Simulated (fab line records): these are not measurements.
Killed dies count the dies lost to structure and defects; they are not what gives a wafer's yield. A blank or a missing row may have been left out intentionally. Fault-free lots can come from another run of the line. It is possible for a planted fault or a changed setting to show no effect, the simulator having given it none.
Chamber matching / flow n5Finfet / N5_BEOL_M7_ETCH_65 on rieDiel-03 has 4 sister chambers
The step etches SiARC in CF4, target depth 15.6 nm, time 26 s. 14 wafers are shown with their chamber, then 7 later ones without.

== WAFERS, EACH WITH ITS CHAMBER ==
wafer=L075.3; chamber=1; showerheadPlenumPTorr (Torr)=2.14; drypumpMotorCurrentA (A)=5.7; etchRfOnTimeS (s)=26.7
wafer=L075.4; chamber=2; showerheadPlenumPTorr (Torr)=2.07; drypumpMotorCurrentA (A)=5.5; etchRfOnTimeS (s)=26.3
wafer=L075.6; chamber=3; showerheadPlenumPTorr (Torr)=2.23; drypumpMotorCurrentA (A)=5.2; etchRfOnTimeS (s)=25.9
wafer=L081.2; chamber=3; showerheadPlenumPTorr (Torr)=2.22; drypumpMotorCurrentA (A)=5.3; etchRfOnTimeS (s)=26.0
wafer=L081.5; chamber=3; showerheadPlenumPTorr (Torr)=2.22; drypumpMotorCurrentA (A)=5.3; etchRfOnTimeS (s)=25.9
wafer=L081.6; chamber=0; showerheadPlenumPTorr (Torr)=2.22; drypumpMotorCurrentA (A)=5.7; etchRfOnTimeS (s)=26.4
wafer=L086.2; chamber=3; showerheadPlenumPTorr (Torr)=2.22; drypumpMotorCurrentA (A)=5.2; etchRfOnTimeS (s)=26.0
wafer=L086.3; chamber=2; showerheadPlenumPTorr (Torr)=2.06; drypumpMotorCurrentA (A)=5.5; etchRfOnTimeS (s)=25.9
wafer=L086.5; chamber=0; showerheadPlenumPTorr (Torr)=2.22; drypumpMotorCurrentA (A)=5.7; etchRfOnTimeS (s)=26.4
wafer=L089.1; chamber=1; showerheadPlenumPTorr (Torr)=2.13; drypumpMotorCurrentA (A)=5.8; etchRfOnTimeS (s)=26.7
wafer=L089.5; chamber=0; showerheadPlenumPTorr (Torr)=2.21; drypumpMotorCurrentA (A)=5.7; etchRfOnTimeS (s)=26.8
wafer=L089.6; chamber=1; showerheadPlenumPTorr (Torr)=2.13; drypumpMotorCurrentA (A)=5.7; etchRfOnTimeS (s)=26.7
wafer=L092.1; chamber=2; showerheadPlenumPTorr (Torr)=2.05; drypumpMotorCurrentA (A)=5.5; etchRfOnTimeS (s)=26.2
wafer=L092.3; chamber=3; showerheadPlenumPTorr (Torr)=2.21; drypumpMotorCurrentA (A)=5.2; etchRfOnTimeS (s)=25.7

SIGNATURES, as means of the wafers listed above
reading=showerheadPlenumPTorr; chamber 0=2.2167; chamber 1=2.1333; chamber 2=2.0600; chamber 3=2.2200; scatter within a chamber=0.0073
reading=drypumpMotorCurrentA; chamber 0=5.700; chamber 1=5.733; chamber 2=5.500; chamber 3=5.240; scatter within a chamber=0.0432
reading=etchRfOnTimeS; chamber 0=26.533; chamber 1=26.700; chamber 2=26.133; chamber 3=25.900; scatter within a chamber=0.159
Rule: for each reading, subtract the chamber's mean from the wafer's reading, divide by that reading's scatter and square the result; add these up over the readings and take the root, which gives the wafer's distance from the chamber. The wafer belongs to the nearest chamber; if the next one is less than 2 further off, it can't be placed. The scatter: take each reading less its chamber's mean, square it, sum over the shown wafers, divide by the number of wafers less the number of chambers, and take the root.

== WAFERS WITHOUT THEIR CHAMBER ==
wafer=L092.4; showerheadPlenumPTorr (Torr)=2.13; drypumpMotorCurrentA (A)=5.8; etchRfOnTimeS (s)=26.1
wafer=L094.1; showerheadPlenumPTorr (Torr)=2.13; drypumpMotorCurrentA (A)=5.8; etchRfOnTimeS (s)=26.4
wafer=L094.2; showerheadPlenumPTorr (Torr)=2.21; drypumpMotorCurrentA (A)=5.7; etchRfOnTimeS (s)=26.5
wafer=L094.3; showerheadPlenumPTorr (Torr)=2.21; drypumpMotorCurrentA (A)=5.2; etchRfOnTimeS (s)=25.8
wafer=L096.2; showerheadPlenumPTorr (Torr)=2.21; drypumpMotorCurrentA (A)=5.7; etchRfOnTimeS (s)=26.7
wafer=L096.4; showerheadPlenumPTorr (Torr)=2.21; drypumpMotorCurrentA (A)=5.2; etchRfOnTimeS (s)=26.0
wafer=L096.5; showerheadPlenumPTorr (Torr)=2.21; drypumpMotorCurrentA (A)=5.3; etchRfOnTimeS (s)=26.2

== THE CHAMBER EACH PASSED THROUGH ==
wafer=L092.4; from the rows above=1; in truth=1
wafer=L094.1; from the rows above=1; in truth=1
wafer=L094.2; from the rows above=0; in truth=0
wafer=L094.3; from the rows above=3; in truth=3
wafer=L096.2; from the rows above=0; in truth=0
wafer=L096.4; from the rows above=3; in truth=3
wafer=L096.5; from the rows above=3; in truth=3
Correctly placed: 7 of 7. Left unplaced by these rows: 0. Wrongly placed: 0.
